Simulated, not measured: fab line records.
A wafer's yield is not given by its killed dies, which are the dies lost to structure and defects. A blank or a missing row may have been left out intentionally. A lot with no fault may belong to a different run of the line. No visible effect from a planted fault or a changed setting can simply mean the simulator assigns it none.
Chamber matching -- flow nand harc -- ald hk-01 running NHARC_A_CHANNEL_FILL_D2_ALD_14: 4 sister chambers
The step deposits SiO2, target thk 2.5 nm, pulse time 10 s, ald cycles 25. 4 wafers are shown with their chamber, then 12 later ones without.

== EACH WAFER AND ITS CHAMBER ==
wafer,chamber,heater power w (W)
L088.1,0,433
L088.2,1,452
L088.5,3,502
L088.6,2,495

== WAFERS MISSING THEIR CHAMBER ==
wafer,heater power w (W)
L091.1,443
L091.4,456
L091.6,503
L093.2,453
L093.3,500
L093.4,495
L094.4,507
L094.5,455
L094.6,490
L096.1,511
L096.4,450
L096.5,504

== EACH ONE'S CHAMBER ==
wafer,from the rows above,in truth
L091.1,can't be placed: 1 or 0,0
L091.4,1,1
L091.6,can't be placed: 3 or 2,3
L093.2,1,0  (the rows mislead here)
L093.3,can't be placed: 3 or 2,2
L093.4,can't be placed: 2 or 3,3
L094.4,can't be placed: 3 or 2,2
L094.5,1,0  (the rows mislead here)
L094.6,can't be placed: 2 or 3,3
L096.1,can't be placed: 3 or 2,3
L096.4,1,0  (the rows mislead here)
L096.5,can't be placed: 3 or 2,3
Correct placement for 1 of the 12. These rows do not allow placing 8 (true chamber among the candidates in 8). Placed wrongly: 3.
How it was worked out, from the rows above alone: a wafer's distance from a chamber is the root of the sum, over the readings, of the square of ((its reading less the chamber's mean) divided by the reading's scatter). If the next closest chamber is less than 2 further off than the closest, the wafer can't be placed; otherwise it belongs to the closest. For every chamber, the mean is computed from those of its wafers that are shown. The scatter (one wafer shown for each chamber): square how far every hidden wafer sits from the nearest shown wafer, average those squares and take the square root.
